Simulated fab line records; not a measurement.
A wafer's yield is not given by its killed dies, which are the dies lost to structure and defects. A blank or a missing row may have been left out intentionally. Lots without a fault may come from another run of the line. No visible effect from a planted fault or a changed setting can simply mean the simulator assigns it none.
fab line records	flow n5_finfet
record: lots: 7	wafers: 21
route steps=1938 shown MOL_CONTACT_COAG@615 BEOL_M0_SAQP@663 BEOL_M1@755 BEOL_M2@844 BEOL_M3@931
start_h: the number of hours between the record's first day and the start of the first shown wafer of the lot	wait_h: how many hours have passed since the lot's step before this one	" as in the row above	L1.1+2: a row that stands for several wafers	- no value, or no start was given	* or withheld: withheld	< > ~ a bound
route shown NAME@n: NAME is a module with steps in the file, n the number in the route of the first one	usual: mean/standard deviation taken from wafers without a fault	same: alike in all rows	chamber/n: place in a boat	sites: each site's reading	_std_site: how widely they spread, as a standard deviation	_edge_site: the outer-site mean with the inner-site mean subtracted	radius_mm: for every site, how far away it sits from the centre of the wafer	mask NAME#n: copy n	behind: the most recent tool/chamber to have shaped the wafer	hold: reason for holding the lot/hours on hold/outcome of the hold	device: names the non-switching transistor (n, p or np)	end of line: tests run on the same wafers once the route is complete	a step given without rows: its recipe and nothing more	killed: at the first sort, the dies lost to defects and structure; wafer yield is something else	map: a wafer's dies, marking killed ones x, the rest . and places with no die _
set.NAME: the run value of the setting; set.NAME@STEP: its run value at that earlier step	model.NAME: the simulator's own value behind a step, which no gauge read
one table per step and one row per wafer, for lots whose settings were changed on purpose
== steps ==
step: N5_MOL_CONTACT_COAG_VIA_ETCH_117
recipe: chemistry: C4F6/O2	target_depth_a: 400	overetch_a: 80	mask_material: SOC	target: SiO2	bias_w: 455	pressure_mtorr: 10	time_s: 26	source_w: 325	Ar_flow_sccm: 300	C4F6_flow_sccm: 10	O2_flow_sccm: 10	ion_energy_ev: 575.3	ends: end_point
usual: rf_vpp_V: 1591/27
lot.wafer	tool	chamber	start_h	wait_h	set.bias_w	rf_vpp_V
L074.1	rie_diel-05	2	103.01	0.0	406.1	1444
L074.3	"	0	"	"	455	1627
L074.5	"	2	"	"	406.1	1446
L075.3	rie_diel-01	0	105.27	0.0	455	1617
L075.4	"	3	"	"	455	1560
L075.5	"	0	"	"	455	1619
L082.2	rie_diel-01	3	146.80	0.0	533.1	1755
L082.3	"	0	"	"	455	1618
L082.4	"	1	"	"	455	1612
L087.1	rie_diel-02	1	178.68	0.0	455	1608
L087.4	"	0	"	"	512.3	1762
L087.5	"	3	"	"	455	1565
L090.2	rie_diel-01	2	197.88	0.0	507.4	1703
L090.3	"	1	"	"	507.4	1748
L090.4	"	0	"	"	455	1616
L094.3	rie_diel-05	1	220.13	0.0	455	1607
L094.4	"	1	"	"	455	1607
L094.5	"	2	"	"	455	1571
L097.1	rie_diel-02	0	241.98	0.0	455	1614
L097.2	"	2	"	"	480.2	1669
L097.4	"	1	"	"	455	1607
step: N5_BEOL_M0_SAQP_SPACER1_ALD_98
recipe: material: SiO2	target_thk_a: 128	temp_c: 300	ald_precursor_family: BDEAS	ald_co_reactant: O2-plasma	pulse_time_s: 1	purge_time_s: 2	co_reactant_purge_time_s: 2	ald_cycles: 138	pressure_torr: 2
lot.wafer	tool	chamber	start_h	wait_h	set.ald_cycles	model.SiO2_of_BEOL_M0_SAQP_SPACER1_ALD_98.thk_nm
L074.1+3	ald_sin-04	2,0	110.94	0.9	144	13.4
L074.5	"	1	"	"	138	12.8
L075.3+4+5	ald_sin-02	3,2,0	114.98	0.1	138	12.8
L082.2+4	ald_sin-01	0,2	156.33	1.0	138	12.8
L082.3	"	1	"	"	154	14.2
L087.1+4+5	ald_sin-02	1,3,2	189.25	2.4	138	12.8
L090.2	ald_sin-01	2	205.97	1.2	138	12.8
L090.3+4	"	0,3	"	"	116	10.8
L094.3+4+5	ald_sin-01	2,3,1	226.93	0.1	138	12.8
L097.1+2+4	ald_sin-01	0,3,2	251.69	0.5	158	14.6
step: N5_BEOL_M0_SAQP_SPACER1_ETCHBACK_99
recipe: chemistry: CHF3/O2	mode: anisotropic_etchback	target: SiO2	target_depth_a: 154	time_s: 7.7	pressure_mtorr: 30	source_w: 650	bias_w: 170	Ar_flow_sccm: 200	CHF3_flow_sccm: 50	O2_flow_sccm: 5	ion_energy_ev: 200
step: N5_BEOL_M0_SAQP_MANDREL1_REMOVE_100
recipe: chemistry: HBr/Cl2/O2	bt_time_s: 10	target: a-Si	stop_on: SiNx	endpoint: OES-SiCl	over_etch_frac: 0.85	icp_w: 600	bias_w: 30	HBr_flow_sccm: 150	Cl2_flow_sccm: 80	O2_flow_sccm: 5	pressure_mtorr: 10
lot.wafer	tool	chamber	start_h	wait_h	set.ald_cycles@BEOL_M0_SAQP_SPACER1_ALD_98	model.BEOL_M0_SAQP.cd_nm
L074.1+3	rie_si-02	1,3	111.50	0.1	144	13.4
L074.5	"	1	"	"	138	12.8
L075.3	rie_si-04	3	115.66	0.1	138	12.6
L075.4+5	"	1,0	"	"	138	12.8
L082.2	rie_si-05	3	156.97	0.1	138	12.8
L082.3	"	2	"	"	154	14.4
L082.4	"	1	"	"	138	12.6
L087.1+4+5	rie_si-04	2,2,0	189.84	0.1	138	12.8
L090.2	rie_si-02	2	206.54	0.1	138	13
L090.3+4	"	3,1	"	"	116	10.8
L094.3+4+5	rie_si-02	3,1,1	227.49	0.1	138	12.8
L097.1+2	rie_si-04	0,2	252.25	0.1	158	14.6
L097.4	"	1	"	"	158	14.8
step: N5_BEOL_M0_SAQP_CD_MEAS_25
recipe: target_cd_nm: 13.1	landing_energy_ev: 1000	detector: se_inlens
usual: cd_nm: 12.79/0.21
lot.wafer	tool	chamber	start_h	wait_h	set.ald_cycles@BEOL_M0_SAQP_SPACER1_ALD_98	cd_nm
L074.1	cd_sem-03	0	111.61	0.1	144	13.42
L074.3	"	0	"	"	144	13.45
L074.5	"	0	"	"	138	12.76
L075.3	cd_sem-02	0	115.77	0.1	138	12.69
L075.4	"	0	"	"	138	12.76
L075.5	"	0	"	"	138	12.90
L082.2	cd_sem-01	0	157.08	0.1	138	13.07
L082.3	"	0	"	"	154	14.33
L082.4	"	0	"	"	138	12.97
L087.1	cd_sem-02	0	189.95	0.1	138	12.69
L087.4	"	0	"	"	138	12.95
L087.5	"	0	"	"	138	12.93
L090.2	cd_sem-02	0	206.65	0.1	138	13.06
L090.3	"	0	"	"	116	10.75
L090.4	"	0	"	"	116	10.64
L094.3	cd_sem-01	0	227.60	0.1	138	12.63
L094.4	"	0	"	"	138	12.99
L094.5	"	0	"	"	138	12.51
L097.1	cd_sem-02	0	252.36	0.1	158	14.47
L097.2	"	0	"	"	158	14.71
L097.4	"	0	"	"	158	14.71
step: N5_BEOL_M1_COAT_61
recipe: resist: SOC	temp_c: 250	time_s: 60	spin_rpm: 1500	resist_thk_nm: 60
lot.wafer	tool	chamber	start_h	wait_h	set.spin_rpm	model.SOC_of_BEOL_M1_COAT_61.thk_nm
L074.1+3+5	litho_track-04	0	126.92	0.1	1500	60.2
L075.3	litho_track-04	0	127.55	0.1	1441	61.4
L075.4	"	0	"	"	1500	60
L075.5	"	0	"	"	1441	61.2
L082.2+3	litho_track-03	0	168.61	0.1	1585	58.2
L082.4	"	0	"	"	1500	59.8
L087.1	litho_track-04	0	204.91	0.1	1500	60
L087.4+5	"	0	"	"	1500	60.2
L090.2	litho_track-03	0	216.84	0.1	1500	60
L090.3	"	0	"	"	1558	59
L090.4	"	0	"	"	1558	58.8
L094.3+4+5	litho_track-02	0	239.61	0.1	1500	60
L097.1+2	litho_track-04	0	266.35	0.1	1500	60
L097.4	"	0	"	"	1500	59.8
step: N5_BEOL_M1_COAT_05
recipe: resist: CAR-EUV	spin_rpm: 1500	resist_thk_nm: 30
lot.wafer	tool	chamber	start_h	wait_h	set.spin_rpm	model.CAR-EUV_of_BEOL_M1_COAT_05.thk_nm
L074.1+5	litho_track-04	0	-	-	1500	30
L074.3	"	0	"	"	1663	28.4
L075.3+4	litho_track-04	0	-	-	1500	30
L075.5	"	0	"	"	1500	30.2
L082.2+3	litho_track-03	0	-	-	1451	30.4
L082.4	"	0	"	"	1451	30.6
L087.1+5	litho_track-04	0	-	-	1619	29
L087.4	"	0	"	"	1500	30.2
L090.2	litho_track-03	0	-	-	1381	31
L090.3	"	0	"	"	1500	29.8
L090.4	"	0	"	"	1381	31.2
L094.3+4+5	litho_track-02	0	-	-	1500	30
L097.1	litho_track-04	0	-	-	1585	29.4
L097.2+4	"	0	"	"	1500	30.2
step: N5_BEOL_M1_EBR_07
recipe: solvent: PGMEA	ebr_width_mm: 1.5
step: N5_BEOL_M1_SOFTBAKE_06
recipe: temp_c: 110	time_s: 60	resist: CAR-EUV
step: N5_BEOL_M1_ETCH_74
recipe: chemistry: N2/H2	target: underlayer	target_depth_a: 65	mask_material: CAR-EUV	time_s: 5.2	ion_energy_ev: 200	pressure_mtorr: 30	source_w: 840	bias_w: 150	n2_flow_sccm: 200	h2_flow_sccm: 200	ends: cleared
step: N5_BEOL_M1_ETCH_63
recipe: chemistry: CF4	target: SiARC	target_depth_a: 156	mask_material: CAR-EUV	time_s: 26	ion_energy_ev: 80	pressure_mtorr: 40	source_w: 545	bias_w: 36	Ar_flow_sccm: 100	cf4_flow_sccm: 100	ends: cleared
step: N5_BEOL_M1_ETCH_64
recipe: chemistry: N2/H2	target: SOC	target_depth_a: 750	overetch_a: 150	mask_material: SiARC	temp_c: 40	time_s: 112.5	ion_energy_ev: 200	pressure_mtorr: 30	source_w: 840	bias_w: 150	n2_flow_sccm: 200	h2_flow_sccm: 200
lot.wafer	tool	chamber	start_h	wait_h	set.spin_rpm@BEOL_M1_COAT_61	model.etch.depth_nm
L074.1+3	rie_diel-04	0,2	127.66	0.0	1500	60.22
L074.5	"	1	"	"	1500	60.26
L075.3	rie_diel-03	1	128.23	0.0	1441	61.36
L075.4	"	0	"	"	1500	60.06
L075.5	"	1	"	"	1441	61.29
L082.2	rie_diel-04	3	169.10	0.0	1585	58.14
L082.3	"	1	"	"	1585	58.16
L082.4	"	0	"	"	1500	59.84
L087.1	rie_diel-03	0	205.74	0.0	1500	60.03
L087.4	"	1	"	"	1500	60.15
L087.5	"	2	"	"	1500	60.18
L090.2	rie_diel-06	1	217.45	0.0	1500	60.03
L090.3	"	3	"	"	1558	58.92
L090.4	"	2	"	"	1558	58.77
L094.3	rie_diel-04	0	240.20	0.0	1500	59.97
L094.4	"	0	"	"	1500	60
L094.5	"	3	"	"	1500	59.9
L097.1	rie_diel-03	0	266.97	0.0	1500	59.96
L097.2	"	3	"	"	1500	59.93
L097.4	"	1	"	"	1500	59.87
step: N5_BEOL_M1_STRIP_65
recipe: chemistry: N2/H2	temp_c: 40	n2_flow_sccm: 200	h2_flow_sccm: 200	rf_frequency_hz: 6e+07
step: N5_BEOL_M1_STRIP_75
recipe: chemistry: N2/H2	temp_c: 40	n2_flow_sccm: 200	h2_flow_sccm: 200	rf_frequency_hz: 6e+07
step: N5_BEOL_M1_STRIP_66
recipe: chemistry: CF4	resist: SiARC	power_w: 300	bias_power_w: 75	pressure_mtorr: 50	cf4_flow_sccm: 150	rf_frequency_hz: 6e+07
step: N5_BEOL_M1_HM_OPEN_17
recipe: chemistry: Cl2/BCl3	target_depth_a: 200	overetch_a: 60	target: TiN	mask_material: SOC	ion_energy_ev: 150	pressure_mtorr: 10	icp_w: 1000	bias_w: 126	Cl2_flow_sccm: 53.25	bcl3_flow_sccm: 21.75	Ar_flow_sccm: 25
lot.wafer	tool	chamber	start_h	wait_h	set.spin_rpm@BEOL_M1_COAT_61	model.SOC_of_BEOL_M1_COAT_61.thk_nm
L074.1+3+5	rie_metal-01	0	127.83	0.0	1500	52.4
L075.3	rie_metal-03	0	128.43	0.1	1441	53.6
L075.4	"	1	"	"	1500	52.2
L075.5	"	1	"	"	1441	53.4
L082.2+3	rie_metal-01	0	169.27	0.0	1585	50.4
L082.4	"	1	"	"	1500	51.8
L087.1+4	rie_metal-01	0,1	205.91	0.0	1500	52.2
L087.5	"	0	"	"	1500	52.4
L090.2	rie_metal-02	0	217.62	0.0	1500	51.8
L090.3+4	"	0,1	"	"	1558	50.8
L094.3+5	rie_metal-02	1	240.40	0.1	1500	52
L094.4	"	0	"	"	1500	51.8
L097.1	rie_metal-02	1	267.13	0.0	1500	52
L097.2	"	0	"	"	1500	51.8
L097.4	"	0	"	"	1500	51.6
step: N5_BEOL_M1_ETCH_70
recipe: chemistry: N2/H2	target: SOC	target_depth_a: 800	overetch_a: 160	mask_material: SiARC	temp_c: 40	time_s: 120	ion_energy_ev: 200	pressure_mtorr: 30	source_w: 840	bias_w: 150	n2_flow_sccm: 200	h2_flow_sccm: 200
usual: rf_vpp_V: 524.6/2.1
lot.wafer	tool	chamber	start_h	wait_h	set.source_w	rf_vpp_V
L074.1	rie_diel-06	1	130.30	0.0	840	524.2
L074.3	"	2	"	"	699.4	555.1
L074.5	"	3	"	"	699.4	552.4
L075.3	rie_diel-04	0	131.00	0.0	734.4	549.0
L075.4	"	3	"	"	840	526.9
L075.5	"	2	"	"	840	524.6
L082.2	rie_diel-06	2	174.85	0.0	738.7	544.7
L082.3	"	0	"	"	738.7	547.8
L082.4	"	3	"	"	840	520.4
L087.1	rie_diel-06	1	212.23	0.0	840	522.3
L087.4	"	2	"	"	840	522.5
L087.5	"	1	"	"	840	522.4
L090.2	rie_diel-04	1	221.20	0.0	840	527.5
L090.3	"	3	"	"	840	525.1
L090.4	"	0	"	"	799.3	534.2
L094.3	rie_diel-06	0	259.76	0.0	840	523.5
L094.4	"	3	"	"	840	519.4
L094.5	"	1	"	"	840	522.8
L097.1	rie_diel-04	3	270.97	0.0	951.4	504.1
L097.2	"	0	"	"	840	523.7
L097.4	"	1	"	"	951.4	505.0
step: N5_BEOL_M1_TRENCH_ETCH_37
recipe: chemistry: C4F6/O2	target_depth_a: 552.07	target: SiOC	time_s: 29	ion_energy_ev: 250	pressure_mtorr: 30	source_w: 355	bias_w: 185	Ar_flow_sccm: 300	C4F6_flow_sccm: 10	O2_flow_sccm: 10
usual: rf_vpp_V: 666/9.5
lot.wafer	tool	chamber	start_h	wait_h	set.source_w	rf_vpp_V
L074.1	rie_diel-06	1	-	-	410.9	605
L074.3	"	2	"	"	355	661
L074.5	"	3	"	"	355	651
L075.3	rie_diel-04	0	-	-	355	684
L075.4	"	3	"	"	355	665
L075.5	"	2	"	"	355	674
L082.2	rie_diel-06	2	-	-	355	661
L082.3	"	0	"	"	376.8	654
L082.4	"	3	"	"	376.8	631
L087.1	rie_diel-06	1	-	-	355	650
L087.4	"	2	"	"	355	662
L087.5	"	1	"	"	355	649
L090.2	rie_diel-04	1	-	-	305.7	717
L090.3	"	3	"	"	355	663
L090.4	"	0	"	"	305.7	738
L094.3	rie_diel-06	0	-	-	355	674
L094.4	"	3	"	"	355	649
L094.5	"	1	"	"	355	650
L097.1	rie_diel-04	3	-	-	355	661
L097.2	"	0	"	"	355	683
L097.4	"	1	"	"	355	663
step: N5_BEOL_M1_DEP_57
recipe: material: SiCN	target_thk_a: 80	temp_c: withheld	precursor: 3MS/NH3	pressure_torr: 3	rf_w: 202	time_s: 14
lot.wafer	tool	chamber	start_h	wait_h	set.time_s	model.SiCN_of_BEOL_M1_DEP_57.thk_nm
L074.1	pecvd-04	2	134.93	0.0	14.76	8.6
L074.3	"	1	"	"	14.76	8.4
L074.5	"	2	"	"	14	8
L075.3	pecvd-04	0	136.92	0.0	14	7.8
L075.4	"	1	"	"	14	8
L075.5	"	2	"	"	15.8	9.2
L082.2	pecvd-01	2	179.42	0.0	14	8.2
L082.3	"	0	"	"	12.61	7.2
L082.4	"	2	"	"	14	8
L087.1	pecvd-04	1	217.16	0.0	14.88	8.2
L087.4	"	0	"	"	14	8
L087.5	"	2	"	"	14	7.8
L090.2	pecvd-02	2	225.36	0.0	14.95	8.6
L090.3	"	0	"	"	14	7.8
L090.4	"	1	"	"	14.95	8.4
L094.3+4	pecvd-04	0,2	263.93	0.0	14	8.2
L094.5	"	1	"	"	14	8
L097.1+4	pecvd-01	2	275.39	0.0	14	8
L097.2	"	1	"	"	14	7.8
step: N5_BEOL_M2_HM_DEP_02
recipe: material: TiN	target_thk_a: 200	temp_c: 25	chamber_pressure_pa: 0.49996
lot.wafer	tool	chamber	start_h	wait_h	set.target_thk_a	model.TiN_of_BEOL_M2_HM_DEP_02.thk_nm
L074.1+3	pvd_sputter-01	-	136.33	1.1	211	21.2
L074.5	"	-	"	"	211	21
L075.3+5	pvd_sputter-02	-	137.93	0.8	212.1	21.2
L075.4	"	-	"	"	200	19.8
L082.2+3	pvd_sputter-02	-	181.62	2.0	200	20
L082.4	"	-	"	"	200	19.8
L087.1+4	pvd_sputter-01	-	220.69	3.3	200	19.8
L087.5	"	-	"	"	219.6	21.8
L090.2	pvd_sputter-03	-	227.82	2.2	184.3	17.4
L090.3+4	"	-	"	"	200	19.2
L094.3+5	pvd_sputter-02	-	266.17	2.0	200	19.8
L094.4	"	-	"	"	200	20
L097.1+4	pvd_sputter-02	-	277.12	1.5	200	20
L097.2	"	-	"	"	200	19.8
step: N5_BEOL_M2_COAT_61
recipe: resist: SOC	temp_c: 250	time_s: 60	spin_rpm: 1500	resist_thk_nm: 60
step: N5_BEOL_M2_COAT_62
recipe: resist: SiARC	temp_c: 220	time_s: 60	spin_rpm: 1500	resist_thk_nm: 12
step: N5_BEOL_M2_STRIP_75
recipe: chemistry: N2/H2	temp_c: 40	n2_flow_sccm: 200	h2_flow_sccm: 200	rf_frequency_hz: 6e+07
step: N5_BEOL_M2_STRIP_66
recipe: chemistry: CF4	resist: SiARC	power_w: 300	bias_power_w: 75	pressure_mtorr: 50	cf4_flow_sccm: 150	rf_frequency_hz: 6e+07
step: N5_BEOL_M2_HM_OPEN_17
recipe: chemistry: Cl2/BCl3	target_depth_a: 200	overetch_a: 60	target: TiN	mask_material: SOC	ion_energy_ev: 150	pressure_mtorr: 10	icp_w: 1000	bias_w: 126	Cl2_flow_sccm: 53.25	bcl3_flow_sccm: 21.75	Ar_flow_sccm: 25
lot.wafer	tool	chamber	start_h	wait_h	set.target_thk_a@BEOL_M2_HM_DEP_02	model.etch.depth_nm
L074.1	rie_metal-02	1	137.23	0.0	211	21.1
L074.3	"	0	"	"	211	21.15
L074.5	"	0	"	"	211	21.07
L075.3	rie_metal-03	1	138.86	0.1	212.1	21.16
L075.4	"	0	"	"	200	19.86
L075.5	"	1	"	"	212.1	21.15
L082.2	rie_metal-01	0	182.64	0.0	200	20.02
L082.3	"	1	"	"	200	19.9
L082.4	"	0	"	"	200	19.83
L087.1+4	rie_metal-02	1,0	221.85	0.0	200	19.88
L087.5	"	1	"	"	219.6	21.72
L090.2	rie_metal-01	1	228.79	0.0	184.3	17.48
L090.3	"	0	"	"	200	19.2
L090.4	"	1	"	"	200	19.16
L094.3	rie_metal-03	0	267.21	0.1	200	19.85
L094.4	"	1	"	"	200	20.03
L094.5	"	0	"	"	200	19.73
L097.1	rie_metal-01	1	277.89	0.0	200	19.93
L097.2	"	0	"	"	200	19.77
L097.4	"	1	"	"	200	20.08
step: N5_BEOL_M2_STRIP_19
recipe: chemistry: O2	power_w: 400	temp_c: 40	pressure_mtorr: 30	rf_frequency_hz: 6e+07	bias_power_w: 0	overash_fraction: 0.2	o2_flow_sccm: 225
step: N5_BEOL_M2_STRIP_83
recipe: chemistry: C4F6/O2	resist: SiARC	rf_frequency_hz: 6e+07
step: N5_BEOL_M2_STRIP_36
recipe: chemistry: N2/H2	power_w: 450	temp_c: 40	pressure_mtorr: 20	rf_frequency_hz: 6e+07	overash_fraction: 0.3	bias_power_w: 7	h2_frac: 0.5	n2_flow_sccm: 200	h2_flow_sccm: 200
step: N5_BEOL_M2_TRENCH_ETCH_37
recipe: chemistry: C4F6/O2	target_depth_a: 555.55	target: SiOC	time_s: 29.2	ion_energy_ev: 250	pressure_mtorr: 30	source_w: 355	bias_w: 185	Ar_flow_sccm: 300	C4F6_flow_sccm: 10	O2_flow_sccm: 10
lot.wafer	tool	chamber	start_h	wait_h	set.target_thk_a@BEOL_M2_HM_DEP_02	model.TiN_of_BEOL_M2_HM_DEP_02.thk_nm
L074.1	rie_diel-05	3	-	-	211	18.6
L074.3+5	"	0,1	"	"	211	18.8
L075.3+5	rie_diel-01	3,0	-	-	212.1	18.8
L075.4	"	2	"	"	200	17.6
L082.2	rie_diel-05	2	-	-	200	17.8
L082.3+4	"	0,1	"	"	200	17.6
L087.1+4	rie_diel-05	1,2	-	-	200	17.6
L087.5	"	0	"	"	219.6	19.4
L090.2	rie_diel-05	0	-	-	184.3	15
L090.3	"	2	"	"	200	17
L090.4	"	1	"	"	200	16.8
L094.3+4	rie_diel-01	0,3	-	-	200	17.6
L094.5	"	2	"	"	200	17.4
L097.1	rie_diel-02	0	-	-	200	17.6
L097.2	"	1	"	"	200	17.4
L097.4	"	3	"	"	200	17.8
step: N5_BEOL_M3_ILD_DEP_00
recipe: material: SiOC	target_thk_a: 790	temp_c: 350	precursor: DEMS/O2	pressure_torr: 5	rf_w: 500	time_s: 15.3
lot.wafer	tool	chamber	start_h	wait_h	set.time_s	model.SiOC_of_BEOL_M3_ILD_DEP_00.thk_nm
L075.3+4	pecvd-03	0,1	147.34	0.0	15.3	78.6
L075.5	"	2	"	"	15.3	80.4
L074.1	pecvd-01	1	160.06	0.0	13.19	68.2
L074.3	"	0	"	"	13.19	68.8
L074.5	"	0	"	"	15.3	79
L082.2	pecvd-04	1	194.97	0.0	15.3	78.4
L082.3	"	0	"	"	15.3	80
L082.4	"	0	"	"	15.3	79.6
L087.1	pecvd-01	2	234.59	0.0	15.3	78.8
L087.4	"	2	"	"	15.3	79.2
L087.5	"	2	"	"	14.58	76
L090.2	pecvd-01	1	240.20	0.0	15.3	78.8
L090.3	"	0	"	"	15.3	78.4
L090.4	"	0	"	"	16.64	86.2
L094.3	pecvd-01	0	272.26	0.0	15.3	78
L094.4	"	1	"	"	15.3	80.4
L094.5	"	2	"	"	15.3	80.2
L097.1	pecvd-04	1	284.52	0.0	16.26	84.2
L097.2	"	2	"	"	16.26	81.8
L097.4	"	1	"	"	15.3	78.8
step: N5_BEOL_M3_THK_MEAS_01
recipe: reads: SiOC_of_BEOL_M3_ILD_DEP_00
usual: M3_ILD_THK: 79.1/1.1
lot.wafer	tool	chamber	start_h	wait_h	set.time_s@BEOL_M3_ILD_DEP_00	M3_ILD_THK[nm]
L075.3	film_metro-02	-	147.41	0.1	15.3	78.6
L075.4	"	-	"	"	15.3	78.6
L075.5	"	-	"	"	15.3	80.5
L074.1	film_metro-02	-	160.13	0.0	13.19	68.1
L074.3	"	-	"	"	13.19	68.8
L074.5	"	-	"	"	15.3	78.9
L082.2	film_metro-01	-	195.03	0.1	15.3	78.5
L082.3	"	-	"	"	15.3	80.1
L082.4	"	-	"	"	15.3	79.6
L087.1	film_metro-01	-	234.68	0.1	15.3	78.7
L087.4	"	-	"	"	15.3	79.2
L087.5	"	-	"	"	14.58	76.0
L090.2	film_metro-02	-	240.26	0.1	15.3	78.8
L090.3	"	-	"	"	15.3	78.5
L090.4	"	-	"	"	16.64	86.2
L094.3	film_metro-01	-	272.33	0.1	15.3	78.1
L094.4	"	-	"	"	15.3	80.3
L094.5	"	-	"	"	15.3	80.1
L097.1	film_metro-01	-	284.58	0.0	16.26	84.2
L097.2	"	-	"	"	16.26	81.7
L097.4	"	-	"	"	15.3	78.9
== key ==
split: step: N5_MOL_CONTACT_COAG_VIA_ETCH_117	setting: bias_w	stated: 455	by: wafer
response: step: N5_MOL_CONTACT_COAG_VIA_ETCH_117	reading: rf_vpp_V	change: +11.1	per: 1%	r: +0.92
split: step: N5_BEOL_M0_SAQP_SPACER1_ALD_98	setting: ald_cycles	stated: 138	by: wafer
response: step: N5_BEOL_M0_SAQP_SPACER1_ALD_98	reading: model.SiO2_of_BEOL_M0_SAQP_SPACER1_ALD_98.thk_nm	change: +0.124	per: 1%	r: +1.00
response: step: N5_BEOL_M0_SAQP_MANDREL1_REMOVE_100	reading: model.BEOL_M0_SAQP.cd_nm	change: +0.141	per: 1%	r: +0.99
response: step: N5_BEOL_M0_SAQP_CD_MEAS_25	reading: cd_nm	change: +0.137	per: 1%	r: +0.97
split: step: N5_BEOL_M1_COAT_61	setting: spin_rpm	stated: 1500	by: wafer
response: step: N5_BEOL_M1_COAT_61	reading: model.SOC_of_BEOL_M1_COAT_61.thk_nm	change: -0.295	per: 1%	r: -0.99
response: step: N5_BEOL_M1_ETCH_64	reading: model.etch.depth_nm	change: -0.307	per: 1%	r: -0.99
response: step: N5_BEOL_M1_HM_OPEN_17	reading: model.SOC_of_BEOL_M1_COAT_61.thk_nm	change: -0.27	per: 1%	r: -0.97
split: step: N5_BEOL_M1_COAT_05	setting: spin_rpm	stated: 1500	by: wafer
response: step: N5_BEOL_M1_COAT_05	reading: model.CAR-EUV_of_BEOL_M1_COAT_05.thk_nm	change: -0.151	per: 1%	r: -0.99
split: step: N5_BEOL_M1_ETCH_70	setting: source_w	stated: 840	by: wafer
response: step: N5_BEOL_M1_ETCH_70	reading: rf_vpp_V	change: -1.78	per: 1%	r: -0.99
split: step: N5_BEOL_M1_TRENCH_ETCH_37	setting: source_w	stated: 355	by: wafer
response: step: N5_BEOL_M1_TRENCH_ETCH_37	reading: rf_vpp_V	change: -3.81	per: 1%	r: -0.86
split: step: N5_BEOL_M1_DEP_57	setting: time_s	stated: 14	by: wafer
response: step: N5_BEOL_M1_DEP_57	reading: model.SiCN_of_BEOL_M1_DEP_57.thk_nm	change: +0.0924	per: 1%	r: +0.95
split: step: N5_BEOL_M2_HM_DEP_02	setting: target_thk_a	stated: 200	by: wafer
response: step: N5_BEOL_M2_HM_DEP_02	reading: model.TiN_of_BEOL_M2_HM_DEP_02.thk_nm	change: +0.217	per: 1%	r: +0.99
response: step: N5_BEOL_M2_HM_OPEN_17	reading: model.etch.depth_nm	change: +0.202	per: 1%	r: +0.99
response: step: N5_BEOL_M2_TRENCH_ETCH_37	reading: model.TiN_of_BEOL_M2_HM_DEP_02.thk_nm	change: +0.205	per: 1%	r: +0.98
split: step: N5_BEOL_M3_ILD_DEP_00	setting: time_s	stated: 15.3	by: wafer
response: step: N5_BEOL_M3_ILD_DEP_00	reading: model.SiOC_of_BEOL_M3_ILD_DEP_00.thk_nm	change: +0.767	per: 1%	r: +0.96
response: step: N5_BEOL_M3_THK_MEAS_01	reading: M3_ILD_THK	change: +0.761	per: 1%	r: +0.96
